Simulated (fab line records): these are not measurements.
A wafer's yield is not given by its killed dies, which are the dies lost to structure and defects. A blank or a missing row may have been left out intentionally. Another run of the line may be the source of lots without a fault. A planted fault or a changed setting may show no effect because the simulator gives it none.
The tool behind it: which one? ; flow n5_finfet ; Sampling: 24 lots, 72 wafers, 6 of 1938 route steps

== WHAT THE GAUGES SHOWED, per wafer ==
N5_BEOL_M4_CD_MEAS_28: target cd 26.2 nm, target cd y 24.1 nm. Usual: 26.19 nm for cd_nm, sd 0.23.
lot;measured;on;cd_nm (nm);flag
L074;day 7 09:52;cd_sem-02;26.15 25.95 26.12;
L075;day 7 09:55;cd_sem-03;26.22 26.03 25.93;
L076;day 8 00:43;cd_sem-01;26.24 26.36 26.27;
L077;day 8 00:52;cd_sem-02;26.40 26.14 26.48;
L078;day 8 12:46;cd_sem-01;26.12 26.34 26.55;
L080;day 8 16:11;cd_sem-01;26.21 26.34 26.42;
L079;day 8 20:01;cd_sem-03;26.27 25.84 26.25;
L081;day 8 22:42;cd_sem-01;26.61 25.99 26.23;
L082;day 9 04:21;cd_sem-01;26.30 26.30 26.13;
L083;day 9 13:04;cd_sem-02;26.42 26.26 26.12;
L084;day 10 04:36;cd_sem-01;26.78 25.87 26.40;
L086;day 10 05:25;cd_sem-03;26.26 26.08 26.25;
L085;day 10 11:01;cd_sem-01;26.05 26.24 26.37;
L087;day 10 17:04;cd_sem-02;25.89 26.00 26.17;
L088;day 10 18:28;cd_sem-03;26.44 25.66 26.37;
L089;day 11 05:44;cd_sem-02;25.98 26.36 26.33;
L090;day 11 09:55;cd_sem-01;25.91 26.20 26.44;
L091;day 11 10:05;cd_sem-03;26.33 26.26 26.21;
L093;day 12 06:26;cd_sem-02;25.94 25.80 25.97;
L092;day 12 12:54;cd_sem-03;26.03 26.23 26.06;
L094;day 12 13:45;cd_sem-02;26.43 25.90 25.75;
L095;day 13 06:11;cd_sem-02;26.29 26.10 25.95;
L096;day 13 18:44;cd_sem-03;25.79 26.62 26.08;
L097;day 13 19:11;cd_sem-03;26.45 26.14 26.33;

N5_BEOL_M4_OCD_MEAS_38. Usual: 55.7 nm for trench_depth_nm, sd 0.59.
lot;measured;on;trench_depth_nm (nm);flag
L074;day 7 17:49;ocd-01;55.4 55.1 56.3;
L075;day 7 19:34;ocd-01;56.5 56.2 55.6;
L076;day 8 02:00;ocd-02;55.4 53.8 54.3;
L077;day 8 02:04;ocd-02;55.2 55.8 55.9;
L078;day 8 14:04;ocd-02;54.8 55.5 55.0;
L080;day 8 20:11;ocd-01;54.4 55.3 55.9;
L079;day 8 20:47;ocd-02;55.8 56.2 55.3;
L081;day 8 23:29;ocd-02;55.5 55.4 56.1;
L082;day 9 06:57;ocd-01;55.9 55.6 54.7;
L083;day 10 02:07;ocd-01;55.5 55.7 56.5;
L084;day 10 05:36;ocd-01;55.2 55.1 55.4;
L086;day 10 06:25;ocd-02;55.5 56.4 55.8;
L085;day 10 12:26;ocd-01;55.4 56.2 55.5;
L087;day 10 22:04;ocd-01;55.0 56.1 56.4;
L088;day 10 22:06;ocd-01;55.6 55.0 54.8;
L089;day 11 07:54;ocd-02;55.1 55.7 54.7;
L090;day 11 11:05;ocd-02;56.4 56.1 56.0;
L091;day 11 11:53;ocd-02;55.4 56.1 55.4;
L093;day 12 08:39;ocd-01;57.0 56.0 55.7;
L092;day 12 14:25;ocd-02;55.6 56.2 55.6;
L094;day 12 15:11;ocd-01;56.4 56.3 56.4;
L095;day 13 08:24;ocd-01;55.5 54.9 54.7;
L096;day 13 20:51;ocd-02;56.8 56.0 56.8;
L097;day 13 20:59;ocd-01;55.7 56.1 56.3;

== WHICH TOOL RAN EACH LOT (tool, then ch and the chambers of the sampled wafers, then the start) ==
lot;N5_BEOL_M3_DEP_57;N5_BEOL_M4_ETCH_77;N5_BEOL_M4_ALD_98;N5_BEOL_M4_ETCH_70
L074;pecvd-02 ch 0,1, day 7 07:18;rie_diel-01 ch 1,2, day 7 10:01;ald_sin-04 ch 0,2, day 7 10:41;rie_diel-01 ch 1,2,3, day 7 17:28
L075;pecvd-04 ch 0,1,2, day 7 08:08;rie_diel-02 ch 0,1,2, day 7 10:09;ald_sin-04 ch 0,2,3, day 7 10:47;rie_diel-02 ch 0,1,2, day 7 19:12
L076;pecvd-01 ch 1,2, day 7 20:16;rie_diel-02 ch 0,2,3, day 8 01:07;ald_sin-02 ch 0,1,3, day 8 01:24;rie_diel-03 ch 2,3, day 8 01:38
L077;pecvd-01 ch 0,1,2, day 7 20:54;rie_diel-03 ch 1,3, day 8 01:08;ald_sin-02 ch 0,2,3, day 8 01:30;rie_diel-02 ch 0,1,2, day 8 01:41
L078;pecvd-01 ch 0,1,2, day 8 10:47;rie_diel-03 ch 2,3, day 8 12:55;ald_sin-02 ch 1,2, day 8 13:26;rie_diel-02 ch 1,2, day 8 13:42
L080;pecvd-02 ch 0,1, day 8 13:55;rie_diel-02 ch 1,2,3, day 8 16:32;ald_sin-01 ch 0,1,3, day 8 16:44;rie_diel-03 ch 1,3, day 8 19:50
L079;pecvd-02 ch 1,2, day 8 15:11;rie_diel-02 ch 1,2, day 8 20:10;ald_sin-02 ch 0,1,2, day 8 20:16;rie_diel-01 ch 0,2,3, day 8 20:26
L081;pecvd-02 ch 0,1,2, day 8 20:52;rie_diel-03 ch 1,2, day 8 22:52;ald_sin-04 ch 2,3, day 8 22:58;rie_diel-03 ch 1,2, day 8 23:07
L082;pecvd-02 ch 0,2, day 9 02:45;rie_diel-01 ch 0,1,3, day 9 04:30;ald_sin-02 ch 0,1, day 9 04:36;rie_diel-03 ch 1,2,3, day 9 06:35
L083;pecvd-01 ch 0,2, day 9 10:55;rie_diel-03 ch 0,1, day 9 13:13;ald_sin-04 ch 0,1,2, day 9 13:19;rie_diel-02 ch 0,2,3, day 10 01:46
L084;pecvd-01 ch 0,2, day 10 02:43;rie_diel-03 ch 0,2, day 10 04:47;ald_sin-01 ch 0,2,3, day 10 05:02;rie_diel-02 ch 0,3, day 10 05:14
L086;pecvd-01 ch 0,1,2, day 10 03:15;rie_diel-03 ch 0,2, day 10 05:42;ald_sin-02 ch 0,2,3, day 10 05:48;rie_diel-01 ch 1,2,3, day 10 06:04
L085;pecvd-02 ch 0,1, day 10 08:53;rie_diel-03 ch 1,2, day 10 11:11;ald_sin-01 ch 0,1,3, day 10 11:26;rie_diel-01 ch 1,2, day 10 12:04
L087;pecvd-01 ch 0,1, day 10 13:36;rie_diel-03 ch 1,2, day 10 17:14;ald_sin-02 ch 0,2,3, day 10 17:20;rie_diel-01 ch 0,2, day 10 21:42
L088;pecvd-04 ch 0,1,2, day 10 16:02;rie_diel-01 ch 0,1,2, day 10 18:37;ald_sin-01 ch 1,3, day 10 18:47;rie_diel-02 ch 0,1,3, day 10 21:44
L089;pecvd-01 ch 0,1, day 11 03:53;rie_diel-02 ch 0,2,3, day 11 05:53;ald_sin-04 ch 1,2, day 11 07:23;rie_diel-01 ch 0,2,3, day 11 07:32
L090;pecvd-04 ch 0,1, day 11 07:43;rie_diel-01 ch 0,3, day 11 10:04;ald_sin-02 ch 0,1,3, day 11 10:33;rie_diel-02 ch 2,3, day 11 10:43
L091;pecvd-01 ch 0,1, day 11 07:55;rie_diel-03 ch 2,3, day 11 10:15;ald_sin-02 ch 0,1,3, day 11 10:39;rie_diel-03 ch 0,1,2, day 11 11:32
L093;pecvd-01 ch 0,1,2, day 12 04:10;rie_diel-01 ch 1,2,3, day 12 06:35;ald_sin-01 ch 1,2,3, day 12 06:43;rie_diel-03 ch 1,2,3, day 12 08:17
L092;pecvd-01 ch 0,1,2, day 12 09:32;rie_diel-03 ch 0,3, day 12 13:03;ald_sin-01 ch 0,1,3, day 12 13:29;rie_diel-01 ch 1,2,3, day 12 14:03
L094;pecvd-04 ch 0,1, day 12 11:39;rie_diel-02 ch 0,1,3, day 12 14:10;ald_sin-04 ch 0,1,2, day 12 14:40;rie_diel-01 ch 2,3, day 12 14:50
L095;pecvd-02 ch 0,1,2, day 13 03:17;rie_diel-01 ch 0,1,2, day 13 06:22;ald_sin-04 ch 0,1,3, day 13 06:28;rie_diel-02 ch 1,3, day 13 08:02
L096;pecvd-02 ch 0,1, day 13 13:58;rie_diel-02 ch 0,2,3, day 13 18:54;ald_sin-02 ch 1,2, day 13 19:00;rie_diel-03 ch 0,3, day 13 20:20
L097;pecvd-02 ch 0,2, day 13 14:48;rie_diel-03 ch 0,3, day 13 19:21;ald_sin-04 ch 0,1, day 13 19:29;rie_diel-01 ch 0,2, day 13 20:38
- N5_BEOL_M3_DEP_57: deposits SiCN from 3MS/NH3, target thk 8 nm, time 14 s.
- N5_BEOL_M4_ETCH_77: etches underlayer in N2/H2, target depth 6.5 nm, time 5.2 s.
- N5_BEOL_M4_ALD_98: deposits SiO2, target thk 2.5 nm, pulse time 1 s, co reactant pulse time 1 s.
- N5_BEOL_M4_ETCH_70: etches SOC in N2/H2, target depth 80 nm, overetch 24 nm, time 130 s.

== AS READ BY THE TOOLS THEMSELVES (means over the sampled wafers that have a number; for cases with no such wafer, the mark the record gives instead) ==
N5_BEOL_M3_DEP_57. Usual: showerhead_plenum_p_Torr 3.665 Torr, standard deviation 0.012; throttle_valve_pct 9.1 %, standard deviation 0.32.
lot;tool;showerhead_plenum_p_Torr (Torr);throttle_valve_pct (%);flag
L074;pecvd-02;3.669;9.0;
L075;pecvd-04;3.659;9.3;
L076;pecvd-01;3.665;9.4;
L077;pecvd-01;3.657;9.2;
L078;pecvd-01;3.662;9.4;
L080;pecvd-02;3.681;8.8;
L079;pecvd-02;3.680;8.7;
L081;pecvd-02;3.670;9.0;
L082;pecvd-02;3.677;9.2;
L083;pecvd-01;3.658;9.2;
L084;pecvd-01;3.651;9.1;
L086;pecvd-01;3.661;9.3;
L085;pecvd-02;3.681;9.0;
L087;pecvd-01;3.662;9.5;
L088;pecvd-04;3.660;9.2;
L089;pecvd-01;3.664;9.1;
L090;pecvd-04;3.661;9.4;
L091;pecvd-01;3.656;9.2;
L093;pecvd-01;3.664;8.9;
L092;pecvd-01;3.663;9.0;
L094;pecvd-04;3.667;9.3;
L095;pecvd-02;3.673;9.0;
L096;pecvd-02;3.681;9.2;
L097;pecvd-02;3.671;9.1;

N5_BEOL_M4_ETCH_77. Usual: drypump_motor_current_A 5.9 A, standard deviation 0.44; etch_rf_on_time_s 5.18 s, standard deviation 0.053; oes_product_au 0.69 a.u., standard deviation 0.081; rf_vpp_V 523.7 V, standard deviation 2.7; showerhead_plenum_p_Torr 2.54 Torr, standard deviation 0.083; throttle_valve_pct 17.71 %, standard deviation 0.24.
lot;tool;drypump_motor_current_A (A);etch_rf_on_time_s (s);oes_product_au (a.u.);rf_vpp_V (V);showerhead_plenum_p_Torr (Torr);throttle_valve_pct (%);flag
L074;rie_diel-01;5.8;5.14;0.73;522.6;2.51;17.65;
L075;rie_diel-02;5.3;5.16;0.70;523.3;2.52;17.75;
L076;rie_diel-02;5.7;5.20;0.72;525.7;2.58;17.74;
L077;rie_diel-03;6.0;5.17;0.61;526.0;2.59;17.97;
L078;rie_diel-03;6.4;5.20;0.60;520.7;2.45;17.94;
L080;rie_diel-02;5.4;5.23;0.69;523.9;2.52;17.87;
L079;rie_diel-02;5.1;5.17;0.66;521.3;2.47;17.90;
L081;rie_diel-03;6.2;5.13;0.61;523.5;2.49;17.81;
L082;rie_diel-01;6.1;5.15;0.76;524.9;2.59;17.52;
L083;rie_diel-03;6.1;5.19;0.75;523.8;2.54;17.50;
L084;rie_diel-03;6.3;5.21;0.73;523.0;2.47;17.50;
L086;rie_diel-03;6.3;5.14;0.74;522.8;2.47;17.50;
L085;rie_diel-03;6.0;5.16;0.60;524.6;2.55;17.85;
L087;rie_diel-03;6.2;5.14;0.61;521.6;2.48;17.83;
L088;rie_diel-01;5.9;5.13;0.71;523.3;2.53;17.56;
L089;rie_diel-02;5.7;5.20;0.69;523.8;2.56;17.79;
L090;rie_diel-01;6.2;5.08;0.74;525.4;2.63;17.39;
L091;rie_diel-03;6.3;5.12;0.74;521.2;2.48;17.85;
L093;rie_diel-01;5.9;5.18;0.68;524.0;2.56;17.68;
L092;rie_diel-03;6.3;5.20;0.78;522.2;2.50;17.69;
L094;rie_diel-02;5.4;5.24;0.71;525.8;2.60;17.66;
L095;rie_diel-01;5.9;5.17;0.69;524.2;2.52;17.59;
L096;rie_diel-02;5.7;5.20;0.68;525.3;2.55;17.83;
L097;rie_diel-03;6.3;5.15;0.76;522.4;2.49;17.74;

N5_BEOL_M4_ALD_98. Usual: heater_power_w 78 W, standard deviation 9.8; precursor_pulse_height_rel 1.000, standard deviation 0.021.
lot;tool;heater_power_w (W);precursor_pulse_height_rel;flag
L074;ald_sin-04;88;1.007;
L075;ald_sin-04;81;0.990;
L076;ald_sin-02;77;1.004;
L077;ald_sin-02;78;0.987;
L078;ald_sin-02;82;1.000;
L080;ald_sin-01;85;0.991;
L079;ald_sin-02;81;0.986;
L081;ald_sin-04;67;0.990;
L082;ald_sin-02;81;0.999;
L083;ald_sin-04;78;0.991;
L084;ald_sin-01;76;0.991;
L086;ald_sin-02;79;0.984;
L085;ald_sin-01;86;1.000;
L087;ald_sin-02;79;1.002;
L088;ald_sin-01;86;1.006;
L089;ald_sin-04;74;1.010;
L090;ald_sin-02;79;1.001;
L091;ald_sin-02;77;1.010;
L093;ald_sin-01;78;0.994;
L092;ald_sin-01;85;1.007;
L094;ald_sin-04;77;1.000;
L095;ald_sin-04;73;1.031;
L096;ald_sin-02;79;0.991;
L097;ald_sin-04;81;0.995;

N5_BEOL_M4_ETCH_70. Usual: drypump_motor_current_A 5.9 A, standard deviation 0.41; oes_product_au 0.59 a.u., standard deviation 0.059; rf_vpp_V 524.0 V, standard deviation 2.3; showerhead_plenum_p_Torr 2.55 Torr, standard deviation 0.08; throttle_valve_pct 17.67 %, standard deviation 0.23.
lot;tool;drypump_motor_current_A (A);oes_product_au (a.u.);rf_vpp_V (V);showerhead_plenum_p_Torr (Torr);throttle_valve_pct (%);flag
L074;rie_diel-01;5.9;0.62;525.3;2.57;17.56;
L075;rie_diel-02;5.3;0.60;522.3;2.52;17.74;
L076;rie_diel-03;6.3;0.52;522.2;2.48;18.05;
L077;rie_diel-02;5.3;0.60;523.4;2.52;17.73;
L078;rie_diel-02;5.4;0.63;523.6;2.54;17.88;
L080;rie_diel-03;6.0;0.52;523.6;2.59;17.93;
L079;rie_diel-01;6.0;0.62;526.0;2.61;17.44;
L081;rie_diel-03;6.0;0.52;524.1;2.56;17.75;
L082;rie_diel-03;6.2;0.52;523.5;2.52;17.93;
L083;rie_diel-02;5.6;0.60;524.8;2.57;17.73;
L084;rie_diel-02;5.6;0.57;523.8;2.55;17.59;
L086;rie_diel-01;5.9;0.60;524.1;2.56;17.60;
L085;rie_diel-01;5.7;0.57;522.4;2.51;17.62;
L087;rie_diel-01;5.8;0.58;524.0;2.55;17.49;
L088;rie_diel-02;5.4;0.55;522.9;2.50;17.73;
L089;rie_diel-01;6.0;0.60;525.0;2.60;17.48;
L090;rie_diel-02;5.7;0.62;524.2;2.58;17.89;
L091;rie_diel-03;6.2;0.56;522.6;2.51;17.64;
L093;rie_diel-03;6.2;0.57;523.7;2.51;17.83;
L092;rie_diel-01;5.9;0.58;524.9;2.56;17.63;
L094;rie_diel-01;6.0;0.57;525.8;2.63;17.58;
L095;rie_diel-02;5.2;0.66;527.6;2.66;17.60;
L096;rie_diel-03;6.3;0.65;521.9;2.49;17.68;
L097;rie_diel-01;6.0;0.60;524.6;2.56;17.43;

== THE ANSWER, worked out from the rows above alone ==
Rule: a lot counts as off when the mean over its wafers that have a number is more than 3 standard deviations away from the usual mean. Also off: a lot with no number at a reading for which 4 or more lots have one. Any other lot the step has rows for is counted as sound. After the gauges, taken in route order, come the tools' own readings; for these a lot's mean is taken, as printed above. At the first step where some lot is off, the reading lying furthest off is the one used; lots without a number count as furthest.
No lot is off on any of the readings shown, so nothing can be concluded from this.

== WHAT HAD BEEN PUT IN BY THE SIMULATOR ==
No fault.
